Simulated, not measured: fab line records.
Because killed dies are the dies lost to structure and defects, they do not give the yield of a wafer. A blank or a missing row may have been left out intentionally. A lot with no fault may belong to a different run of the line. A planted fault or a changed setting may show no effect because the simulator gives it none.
The tool behind it: which one? :: flow n5 finfet :: 11 lots with 31 wafers sampled at 5 steps, on a route of 1938 steps

WHAT EACH GAUGE READ, for each wafer
N5_WELL_APT_INSPECT_27: inspects for defects (macro). Usual: raw defect count at 1.9, with a standard deviation of 1.5.
lot: L899
measured: day 1 14:56
on: defect inspect-02
raw defect count: 1 1 0
flag: 

lot: L900
measured: day 1 21:08
on: defect inspect-01
raw defect count: 1 2 3
flag: 

lot: L901
measured: day 2 03:34
on: defect inspect-01
raw defect count: 1 2 4
flag: 

lot: L902
measured: day 2 08:52
on: defect inspect-01
raw defect count: 3 2 2
flag: 

lot: L903
measured: day 2 14:53
on: defect inspect-01
raw defect count: 0 2 1
flag: 

lot: L905
measured: day 3 03:07
on: defect inspect-01
raw defect count: 0 1 0
flag: 

lot: L906
measured: day 3 08:59
on: defect inspect-02
raw defect count: 2 2 1
flag: 

lot: L907
measured: day 3 15:01
on: defect inspect-01
raw defect count: 2 1 3
flag: 

lot: L913
measured: day 5 02:52
on: defect inspect-02
raw defect count: 1 0
flag: 

lot: L915
measured: day 5 15:01
on: defect inspect-02
raw defect count: 5 1 0
flag: 

lot: L922
measured: day 7 09:08
on: defect inspect-01
raw defect count: 0 3
flag: 

N5_BEOL_M4_RC_MEAS_101. Usual: DIBL_N 36.5 mV/V, standard deviation 2.2; DIBL_P 36.9 mV/V, standard deviation 2.9; IOFF_N 0.17 nA/um, standard deviation 0.044; IOFF_P 0.22 nA/um, standard deviation 0.052; ION_N 671 uA/um, standard deviation 16; ION_P 461 uA/um, standard deviation 10; RS_NWELL 1036 ohm/sq, standard deviation 7.6; SS_N 71.6 mV/dec, standard deviation 0.73; SS_P 73.5 mV/dec, standard deviation 0.79; VT_N 250 mV, standard deviation 4.1; VT_P -250 mV, standard deviation 4.1.
lot: L899
measured: day 8 10:38
on: prober-01
DIBL_N (mV/V): 34.2 35.1 32.4
DIBL_P (mV/V): 34.7 37.1 30.0
IOFF_N (nA/um): 0.12 0.13 0.09
IOFF_P (nA/um): 0.16 0.19 0.10
ION_N (uA/um): 667 674 647
ION_P (uA/um): 455 463 440
RS_NWELL (ohm/sq): 1020 1026 1029
SS_N (mV/dec): 70.9 71.0 70.4
SS_P (mV/dec): 72.1 72.9 71.1
VT_N (mV): 253 252 260
VT_P (mV): -255 -254 -262
flag: 

lot: L900
measured: day 9 04:32
on: prober-02
DIBL_N (mV/V): 35.9 36.7 35.2
DIBL_P (mV/V): 36.2 36.3 36.0
IOFF_N (nA/um): 0.15 0.15 0.14
IOFF_P (nA/um): 0.21 0.20 0.21
ION_N (uA/um): 666 656 664
ION_P (uA/um): 459 453 461
RS_NWELL (ohm/sq): 1020 1030 1043
SS_N (mV/dec): 70.7 71.3 71.9
SS_P (mV/dec): 73.0 73.7 73.2
VT_N (mV): 249 250 253
VT_P (mV): -249 -252 -248
flag: 

lot: L901
measured: day 9 11:28
on: prober-01
DIBL_N (mV/V): 34.2 37.0 35.7
DIBL_P (mV/V): 34.5 38.1 37.1
IOFF_N (nA/um): 0.11 0.16 0.13
IOFF_P (nA/um): 0.18 0.22 0.21
ION_N (uA/um): 655 655 668
ION_P (uA/um): 451 448 463
RS_NWELL (ohm/sq): 1029 1032 1042
SS_N (mV/dec): 71.1 72.2 71.2
SS_P (mV/dec): 72.1 73.3 72.9
VT_N (mV): 258 250 252
VT_P (mV): -254 -252 -251
flag: 

lot: L902
measured: day 9 15:00
on: prober-01
DIBL_N (mV/V): 37.2 35.6 36.1
DIBL_P (mV/V): 35.2 36.2 35.9
IOFF_N (nA/um): 0.16 0.14 0.15
IOFF_P (nA/um): 0.19 0.22 0.22
ION_N (uA/um): 653 658 670
ION_P (uA/um): 439 462 457
RS_NWELL (ohm/sq): 1043 1050 1044
SS_N (mV/dec): 72.2 71.2 71.4
SS_P (mV/dec): 72.8 72.7 73.2
VT_N (mV): 253 254 253
VT_P (mV): -253 -250 -251
flag: 

lot: L903
measured: day 9 17:33
on: prober-02
DIBL_N (mV/V): 35.4 36.6 31.5
DIBL_P (mV/V): 33.8 36.8 31.6
IOFF_N (nA/um): 0.14 0.15 0.09
IOFF_P (nA/um): 0.16 0.21 0.14
ION_N (uA/um): 645 653 640
ION_P (uA/um): 443 449 446
RS_NWELL (ohm/sq): 1042 1034 1040
SS_N (mV/dec): 71.9 72.1 70.9
SS_P (mV/dec): 72.2 73.5 71.8
VT_N (mV): 251 252 257
VT_P (mV): -253 -249 -253
flag: 

lot: L905
measured: day 9 21:05
on: prober-01
DIBL_N (mV/V): 37.5 34.3 36.0
DIBL_P (mV/V): 38.7 35.8 36.9
IOFF_N (nA/um): 0.20 0.14 0.16
IOFF_P (nA/um): 0.24 0.20 0.20
ION_N (uA/um): 692 654 671
ION_P (uA/um): 466 450 457
RS_NWELL (ohm/sq): 1041 1044 1043
SS_N (mV/dec): 72.0 71.6 72.1
SS_P (mV/dec): 74.6 73.7 73.9
VT_N (mV): 246 253 251
VT_P (mV): -251 -252 -249
flag: 

lot: L907
measured: day 11 02:48
on: prober-01
DIBL_N (mV/V): 35.8 37.1 34.8
DIBL_P (mV/V): 35.2 38.6 32.0
IOFF_N (nA/um): 0.14 0.16 0.13
IOFF_P (nA/um): 0.19 0.24 0.14
ION_N (uA/um): 670 652 638
ION_P (uA/um): 454 453 436
RS_NWELL (ohm/sq): 1696 1708 1711
SS_N (mV/dec): 71.9 72.5 72.4
SS_P (mV/dec): 73.4 73.8 72.6
VT_N (mV): 253 248 258
VT_P (mV): -253 -250 -258
flag: OFF

lot: L913
measured: day 12 04:52
on: prober-02
DIBL_N (mV/V): 35.5 36.0
DIBL_P (mV/V): 35.7 36.9
IOFF_N (nA/um): 0.13 0.14
IOFF_P (nA/um): 0.18 0.20
ION_N (uA/um): 670 668
ION_P (uA/um): 458 454
RS_NWELL (ohm/sq): 1039 1032
SS_N (mV/dec): 71.1 71.4
SS_P (mV/dec): 73.5 73.4
VT_N (mV): 252 254
VT_P (mV): -253 -252
flag: 

lot: L915
measured: day 12 22:58
on: prober-02
DIBL_N (mV/V): 38.1 38.3 37.2
DIBL_P (mV/V): 37.6 38.7 37.2
IOFF_N (nA/um): 0.21 0.21 0.20
IOFF_P (nA/um): 0.26 0.26 0.24
ION_N (uA/um): 680 685 688
ION_P (uA/um): 465 468 465
RS_NWELL (ohm/sq): 1042 1045 1039
SS_N (mV/dec): 71.9 72.3 71.7
SS_P (mV/dec): 73.6 74.0 73.9
VT_N (mV): 245 244 246
VT_P (mV): -246 -249 -249
flag: 

lot: L922
measured: day 15 04:48
on: prober-01
DIBL_N (mV/V): 40.2 42.3
DIBL_P (mV/V): 42.9 44.0
IOFF_N (nA/um): 0.23 0.28
IOFF_P (nA/um): 0.29 0.33
ION_N (uA/um): 669 702
ION_P (uA/um): 456 471
RS_NWELL (ohm/sq): 1047 1042
SS_N (mV/dec): 72.3 73.4
SS_P (mV/dec): 74.7 75.0
VT_N (mV): 248 242
VT_P (mV): -247 -243
flag: 

WHAT TOOL EACH LOT RAN ON (gives the tool, then ch and the chambers of the sampled wafers, and finally the start)
lot: L899
N5_ZERO_LAYER_ETCH_17: rie diel-04 ch 1,2, day 1 12:45
N5_ZERO_LAYER_STRIP_24: plasma asher-02 ch 0,1, day 1 12:58
N5_WELL_APT_IMPLANT_14: implanter-02 ch 0, day 1 13:49

lot: L900
N5_ZERO_LAYER_ETCH_17: rie diel-01 ch 0,2,3, day 1 18:50
N5_ZERO_LAYER_STRIP_24: plasma asher-02 ch 0,1, day 1 19:01
N5_WELL_APT_IMPLANT_14: implanter-01 ch 0, day 1 20:02

lot: L901
N5_ZERO_LAYER_ETCH_17: rie diel-03 ch 0,1, day 2 00:50
N5_ZERO_LAYER_STRIP_24: plasma asher-01 ch 0,1, day 2 01:02
N5_WELL_APT_IMPLANT_14: implanter-02 ch 0, day 2 02:40

lot: L902
N5_ZERO_LAYER_ETCH_17: rie diel-03 ch 0,2, day 2 06:43
N5_ZERO_LAYER_STRIP_24: plasma asher-01 ch 0,1, day 2 06:53
N5_WELL_APT_IMPLANT_14: implanter-01 ch 0, day 2 07:45

lot: L903
N5_ZERO_LAYER_ETCH_17: rie diel-04 ch 0,3, day 2 12:52
N5_ZERO_LAYER_STRIP_24: plasma asher-02 ch 0,1, day 2 13:04
N5_WELL_APT_IMPLANT_14: implanter-02 ch 0, day 2 13:59

lot: L905
N5_ZERO_LAYER_ETCH_17: rie diel-01 ch 0,1,3, day 3 00:50
N5_ZERO_LAYER_STRIP_24: plasma asher-01 ch 0,1, day 3 01:02
N5_WELL_APT_IMPLANT_14: implanter-02 ch 0, day 3 02:03

lot: L906
N5_ZERO_LAYER_ETCH_17: rie diel-03 ch 1,2, day 3 06:50
N5_ZERO_LAYER_STRIP_24: plasma asher-01 ch 0,1, day 3 07:01
N5_WELL_APT_IMPLANT_14: implanter-01 ch 0, day 3 08:01

lot: L907
N5_ZERO_LAYER_ETCH_17: rie diel-03 ch 1,3, day 3 12:52
N5_ZERO_LAYER_STRIP_24: plasma asher-02 ch 0,1, day 3 13:02
N5_WELL_APT_IMPLANT_14: implanter-01 ch 0, day 3 13:56

lot: L913
N5_ZERO_LAYER_ETCH_17: rie diel-03 ch 1, day 5 00:44
N5_ZERO_LAYER_STRIP_24: plasma asher-02 ch 0,1, day 5 00:56
N5_WELL_APT_IMPLANT_14: implanter-02 ch 0, day 5 01:56

lot: L915
N5_ZERO_LAYER_ETCH_17: rie diel-03 ch 1,2,3, day 5 12:50
N5_ZERO_LAYER_STRIP_24: plasma asher-01 ch 0,1, day 5 13:02
N5_WELL_APT_IMPLANT_14: implanter-02 ch 0, day 5 14:00

lot: L922
N5_ZERO_LAYER_ETCH_17: rie diel-03 ch 1,2, day 7 06:50
N5_ZERO_LAYER_STRIP_24: plasma asher-01 ch 1, day 7 07:02
N5_WELL_APT_IMPLANT_14: implanter-02 ch 0, day 7 08:05
- N5_ZERO_LAYER_ETCH_17: etches SiO2 in CF4, target depth 12 nm, time 13.3 s.
- N5_ZERO_LAYER_STRIP_24: strips in O2.
- N5_WELL_APT_IMPLANT_14

WHAT THE TOOLS THEMSELVES READ (means of the sampled wafers that have a number; where no wafer has one, the mark that the record gives instead)
N5_ZERO_LAYER_ETCH_17. Usual: cf4 flow sccm 100.02 sccm, standard deviation 0.29; drypump motor current A 5.5 A, standard deviation 0.48; oes product au 0.79 a.u., standard deviation 0.085; rf vpp V 948 V, standard deviation 3.9; showerhead plenum p Torr 2.13 Torr, standard deviation 0.067; throttle valve pct 15.72 %, standard deviation 0.17.
lot: L899
tool: rie diel-04
cf4 flow sccm (sccm): 100.08
drypump motor current A (A): 5.3
oes product au (a.u.): 0.80
rf vpp V (V): 947
showerhead plenum p Torr (Torr): 2.11
throttle valve pct (%): 15.54
flag: 

lot: L900
tool: rie diel-01
cf4 flow sccm (sccm): 99.83
drypump motor current A (A): 5.4
oes product au (a.u.): 0.70
rf vpp V (V): 947
showerhead plenum p Torr (Torr): 2.11
throttle valve pct (%): 15.78
flag: 

lot: L901
tool: rie diel-03
cf4 flow sccm (sccm): 99.96
drypump motor current A (A): 5.4
oes product au (a.u.): 0.75
rf vpp V (V): 946
showerhead plenum p Torr (Torr): 2.10
throttle valve pct (%): 15.81
flag: 

lot: L902
tool: rie diel-03
cf4 flow sccm (sccm): 99.97
drypump motor current A (A): 5.0
oes product au (a.u.): 0.76
rf vpp V (V): 945
showerhead plenum p Torr (Torr): 2.08
throttle valve pct (%): 15.74
flag: 

lot: L903
tool: rie diel-04
cf4 flow sccm (sccm): 99.97
drypump motor current A (A): 6.0
oes product au (a.u.): 0.77
rf vpp V (V): 950
showerhead plenum p Torr (Torr): 2.16
throttle valve pct (%): 15.77
flag: 

lot: L905
tool: rie diel-01
cf4 flow sccm (sccm): 99.79
drypump motor current A (A): 5.3
oes product au (a.u.): 0.72
rf vpp V (V): 947
showerhead plenum p Torr (Torr): 2.10
throttle valve pct (%): 15.85
flag: 

lot: L906
tool: rie diel-03
cf4 flow sccm (sccm): 99.86
drypump motor current A (A): 5.4
oes product au (a.u.): 0.80
rf vpp V (V): 950
showerhead plenum p Torr (Torr): 2.16
throttle valve pct (%): 15.78
flag: 

lot: L907
tool: rie diel-03
cf4 flow sccm (sccm): 99.96
drypump motor current A (A): 5.8
oes product au (a.u.): 0.81
rf vpp V (V): 947
showerhead plenum p Torr (Torr): 2.13
throttle valve pct (%): 15.78
flag: 

lot: L913
tool: rie diel-03
cf4 flow sccm (sccm): 99.91
drypump motor current A (A): 5.6
oes product au (a.u.): 0.74
rf vpp V (V): 948
showerhead plenum p Torr (Torr): 2.14
throttle valve pct (%): 15.86
flag: 

lot: L915
tool: rie diel-03
cf4 flow sccm (sccm): 100.20
drypump motor current A (A): 5.6
oes product au (a.u.): 0.82
rf vpp V (V): 947
showerhead plenum p Torr (Torr): 2.14
throttle valve pct (%): 15.74
flag: 

lot: L922
tool: rie diel-03
cf4 flow sccm (sccm): 100.14
drypump motor current A (A): 5.3
oes product au (a.u.): 0.77
rf vpp V (V): 949
showerhead plenum p Torr (Torr): 2.15
throttle valve pct (%): 15.82
flag: 

N5_ZERO_LAYER_STRIP_24. Usual: drypump motor current A 5.7 A, standard deviation 0.42; heater power w 341 W, standard deviation 21; oes product au 0.646 a.u., standard deviation 0.0048; strip time to endpoint s 43.82 s, standard deviation 0.083.
lot: L899
tool: plasma asher-02
drypump motor current A (A): 6.1
heater power w (W): 351
oes product au (a.u.): 0.647
strip time to endpoint s (s): 43.91
flag: 

lot: L900
tool: plasma asher-02
drypump motor current A (A): 6.1
heater power w (W): 352
oes product au (a.u.): 0.649
strip time to endpoint s (s): 43.79
flag: 

lot: L901
tool: plasma asher-01
drypump motor current A (A): 5.5
heater power w (W): 317
oes product au (a.u.): 0.650
strip time to endpoint s (s): 43.80
flag: 

lot: L902
tool: plasma asher-01
drypump motor current A (A): 5.4
heater power w (W): 324
oes product au (a.u.): 0.647
strip time to endpoint s (s): 43.82
flag: 

lot: L903
tool: plasma asher-02
drypump motor current A (A): 5.9
heater power w (W): 367
oes product au (a.u.): 0.644
strip time to endpoint s (s): 43.84
flag: 

lot: L905
tool: plasma asher-01
drypump motor current A (A): 5.5
heater power w (W): 323
oes product au (a.u.): 0.652
strip time to endpoint s (s): 43.80
flag: 

lot: L906
tool: plasma asher-01
drypump motor current A (A): 5.4
heater power w (W): 326
oes product au (a.u.): 0.648
strip time to endpoint s (s): 43.94
flag: 

lot: L907
tool: plasma asher-02
drypump motor current A (A): 5.9
heater power w (W): 363
oes product au (a.u.): 0.644
strip time to endpoint s (s): 43.75
flag: 

lot: L913
tool: plasma asher-02
drypump motor current A (A): 6.0
heater power w (W): 360
oes product au (a.u.): 0.647
strip time to endpoint s (s): 43.79
flag: 

lot: L915
tool: plasma asher-01
drypump motor current A (A): 5.5
heater power w (W): 318
oes product au (a.u.): 0.641
strip time to endpoint s (s): 43.76
flag: 

lot: L922
tool: plasma asher-01
drypump motor current A (A): 5.4
heater power w (W): 330
oes product au (a.u.): 0.648
strip time to endpoint s (s): 43.73
flag: 

N5_WELL_APT_IMPLANT_14. Usual: dose ions cm2 1.4998e+13, standard deviation 1.6e+10; faraday current uA 190, standard deviation 3.7; rotation deg 0.002 degrees, standard deviation 0.019.
lot: L899
tool: implanter-02
dose ions cm2: 1.5001e+13
faraday current uA: 191
rotation deg (degrees): 0.006
flag: 

lot: L900
tool: implanter-01
dose ions cm2: 1.5017e+13
faraday current uA: 188
rotation deg (degrees): 0.007
flag: 

lot: L901
tool: implanter-02
dose ions cm2: 1.5014e+13
faraday current uA: 190
rotation deg (degrees): -0.012
flag: 

lot: L902
tool: implanter-01
dose ions cm2: 1.5003e+13
faraday current uA: 193
rotation deg (degrees): 0.001
flag: 

lot: L903
tool: implanter-02
dose ions cm2: 1.5017e+13
faraday current uA: 187
rotation deg (degrees): 0.007
flag: 

lot: L905
tool: implanter-02
dose ions cm2: 1.4990e+13
faraday current uA: 189
rotation deg (degrees): 0.004
flag: 

lot: L906
tool: implanter-01
dose ions cm2: 6.1820e+12
faraday current uA: 77
rotation deg (degrees): -0.019
flag: OFF

lot: L907
tool: implanter-01
dose ions cm2: 6.2193e+12
faraday current uA: 78
rotation deg (degrees): 0.005
flag: OFF

lot: L913
tool: implanter-02
dose ions cm2: 1.4990e+13
faraday current uA: 191
rotation deg (degrees): 0.004
flag: 

lot: L915
tool: implanter-02
dose ions cm2: 1.4991e+13
faraday current uA: 192
rotation deg (degrees): -0.009
flag: 

lot: L922
tool: implanter-02
dose ions cm2: 1.4980e+13
faraday current uA: 190
rotation deg (degrees): -0.028
flag: 

THE ANSWER, worked out from the rows above alone
Rule: a lot is off if the mean of its wafers that have a number lies more than 3 standard deviations from the usual mean. Also off: a lot with no number at a reading for which 4 or more lots have one. All remaining lots with rows at the step are treated as sound. The gauges are gone through in route order, then the tools' own readings, and for those a lot's mean is taken as printed above. At the first step where some lot is off, the reading lying furthest off is the one used; lots without a number count as furthest.
Off: L907, seen at N5_BEOL_M4_RC_MEAS_101 (RS_NWELL). Neither off nor sound, because the step has no rows for them: L906.
A tool fits if, at a process step before that reading, it ran every lot that is off, and no sound lot after the first of them. The gauges at N5_BEOL_M4_RC_MEAS_101 aren't tried: what is off there is off at N5_WELL_APT_IMPLANT_14 too, on other tools, and a gauge's error can't cause that. One fits: implanter-01 at N5_WELL_APT_IMPLANT_14. Its last sound lot is L902 (day 2 07:45), its first lot that is off L907 (day 3 13:56): a fault that began between those two fits.
The tool's own readings at N5_WELL_APT_IMPLANT_14 bear it out: on the lots that are off they differ by more than 5 times the standard deviation of the sound lots' means. dose ions cm2 reads 6.2193e+12 there against 1.5000e+13 on the sound lots; faraday current uA reads 78 there against 190 on the sound lots.

WHAT THE SIMULATOR PUT IN
Process parameters drifting: implanter-01 at N5_WELL_APT_IMPLANT_14, beginning at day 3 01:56. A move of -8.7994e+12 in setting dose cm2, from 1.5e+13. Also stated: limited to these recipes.
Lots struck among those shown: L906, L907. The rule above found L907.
